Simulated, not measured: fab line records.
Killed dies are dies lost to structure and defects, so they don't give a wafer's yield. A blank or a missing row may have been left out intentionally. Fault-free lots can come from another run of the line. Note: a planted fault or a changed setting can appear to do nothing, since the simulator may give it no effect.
Struck lot and sound lot, side by side	flow n5 finfet	22 out of 1938 route steps
Sound: the wafers L523.3, L523.5, L523.6. Wafers struck: L539.1, L539.2, L539.6. The cause comes at the end.
At each step with rows: each side's tool, then ch and its chambers, then its first start. Under that, the readings that differ: sound wafers	struck wafers	difference of the means	sigmas: that difference in standard deviations of wafers without a fault.
alike: words and numbers the same on both sides, and readings whose means are apart by under 2 such deviations; not compared: readings that were withheld, readings missing a value for some wafer, numbers with overlapping values and no deviation given by the record, and bounds like >300 which may hide the same value.
Wherever a step has rows on one side only, a row that says differs or no value, or a row with sigmas, the two part there. Numbers that have no deviation but don't overlap get no sigmas and don't part them. Lack of a reading on every wafer of one side parts them only where that side has two or more wafers.

N5_ZERO_LAYER_CD_MEAS_11 targets a cd of 2000 nm.
  sound on cd sem-02 ch 0, day 2 00:39; struck on cd sem-01 ch 0, day 6 00:38
  alike: cd nm
N5_ZERO_LAYER_DESCUM_16: chemistry O2, time 7.9 s.
  sound on rie diel-05 ch 0,1, day 2 00:56; struck on rie diel-06 ch 1,2, day 6 00:41
  alike: drypump motor current A, o2 flow sccm, oes product au, rf vpp V, showerhead plenum p Torr, throttle valve pct
  not compared: rf hours counter h
N5_ZERO_LAYER_ETCH_17: etches SiO2 in CF4, target depth 12 nm, time 13.3 s.
  sound on rie diel-05 ch 0,1, day 2 00:58; struck on rie diel-06 ch 1,2, day 6 00:43
  alike: cf4 flow sccm, drypump motor current A, oes product au, rf vpp V, showerhead plenum p Torr, throttle valve pct
  not compared: rf hours counter h
N5_ZERO_LAYER_ETCH_18: etches Si in HBr/Cl2, target depth 120 nm, time 40 s.
  sound on rie si-03 ch 0,3, day 2 01:02; struck on rie si-02 ch 0,1,3, day 6 00:47
  alike: HBr_flow_sccm, drypump motor current A, he backside leak sccm, oes product au, throttle valve pct
  not compared: rf hours counter h
N5_ZERO_LAYER_STRIP_24: strips in O2.
  sound on plasma asher-02 ch 0,1, day 2 01:10; struck on plasma asher-02 ch 0,1, day 6 00:53
  alike: drypump motor current A, heater power w, o2 flow sccm, oes product au, strip time to endpoint s
  not compared: rf hours counter h
then, 1 step without rows for these wafers: N5_ZERO_LAYER_STRIP_19 (strips in SPM, time 900 s).
N5_ZERO_LAYER_INSPECT_20: inspects for defects (darkfield).
  struck on defect inspect-01, day 6 01:15; sound on defect inspect-02, day 2 01:31
  alike: raw defect count
then, 5 steps without rows for these wafers: N5_WELL_APT_HMDS_01 (time 60 s); N5_WELL_APT_COAT_02 (resist thk 950 nm); N5_WELL_APT_EBR_04; N5_WELL_APT_SOFTBAKE_03 (time 60 s); N5_WELL_APT_EXPOSE_05 (exposes mask NWELL, defocus 0 nm, target cd 200 nm).
N5_WELL_APT_PEB_06: peb time 90 s.
  sound on litho track-05 ch 0, day 2 01:49; struck on litho track-01 ch 0, day 6 01:26
reading	sound	struck	difference	sigmas
heater power total W (W)	170.8 173.7 173.8	168.7 166.3 167.3	-5.3	-6
plate temp C (C)	129.91 129.95 130.22	127.31 127.49 127.28	-2.67	-17
then, 2 steps without rows for these wafers: N5_WELL_APT_DEVELOP_07 (develop time 45 s); N5_WELL_APT_HARDBAKE_12 (time 120 s).
N5_WELL_APT_CD_MEAS_08 targets a cd of 200 nm.
  sound on cd sem-02 ch 0, day 2 01:56; struck on cd sem-02 ch 0, day 6 01:34
reading	sound	struck	difference	sigmas
cd nm (nm)	198.8 200.5 200.3	182.6 183.6 183.0	-16.8	-7
N5_WELL_APT_OVL_MEAS_09:
  sound on overlay-02 ch 0, day 2 01:58; struck on overlay-01 ch 0, day 6 01:35
  alike: NWELL_OVL
N5_WELL_APT_INSPECT_10: inspects for defects (macro).
  struck on defect inspect-02, day 6 01:37; sound on defect inspect-02, day 2 01:59
  alike: raw defect count
N5_WELL_APT_DESCUM_13: chemistry O2, time 7.9 s.
  sound on rie diel-04 ch 0,1,3, day 2 02:01; struck on rie diel-03 ch 0,2,3, day 6 01:43
reading	sound	struck	difference	sigmas
model.WELL_APT.cd nm (nm)	199.2 200.2 200.7	182.6 183.5 182.8	-17.1	
  alike: drypump motor current A, o2 flow sccm, oes product au, rf vpp V, showerhead plenum p Torr, throttle valve pct
  not compared: rf hours counter h
following that, these wafers have no rows for 1 step: N5_WELL_APT_IMPLANT_14.
-- the record jumps here: 7 days lie between the struck wafers' starts before and after (it left off in module WELL_APT and takes up again in module BEOL_M4, whose first step shown is number 1111 of the route) --
N5_BEOL_M4_RC_MEAS_101:
  sound on prober-02 ch 0, day 8 05:37; struck on prober-02 ch 0, day 12 22:25
reading	sound	struck	difference	sigmas
IOFF_N (nA/um)	0.134 0.225 0.197	0.126 0.123 0.102	-0.068	-2
ION_N (uA/um)	670 694 687	650 648 638	-38	-3
VT_N (mV)	252 243 246	257 256 260	+11	+3
  alike: DIBL_N, DIBL_P, IOFF_P, ION_P, SS_N, SS_P, VT_P
-- the record jumps here: 4 days lie between the struck wafers' starts before and after (it left off in module BEOL_M4 and takes up again in module PASSIVATION, whose first step shown is number 1936 of the route) --
N5_PASSIVATION_PROBE_49:
  struck on prober-01, day 17 07:59; sound on prober-01, day 12 15:44
reading	sound	struck	difference	sigmas
killed_at_M0_to_M3	45 51 45	22 22 40	-19	-2
sort_bin_8_speed (%)	0 0 0	0 0 0.17	+0	+3
  alike: defect limited yield, killed_at_M4_up, killed at contacts, killed at front end, killed at other, killed dies, killed open, killed short, sort_bin_5_function, sort_bin_6_memory, sort n pass, sort yield pct

## WHERE THEY PART
First at N5_WELL_APT_PEB_06; last, within this record, at N5_PASSIVATION_PROBE_49.

WHY: what the simulator had put in
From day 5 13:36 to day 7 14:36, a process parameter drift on litho track-01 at N5_WELL_APT_PEB_06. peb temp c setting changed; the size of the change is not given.
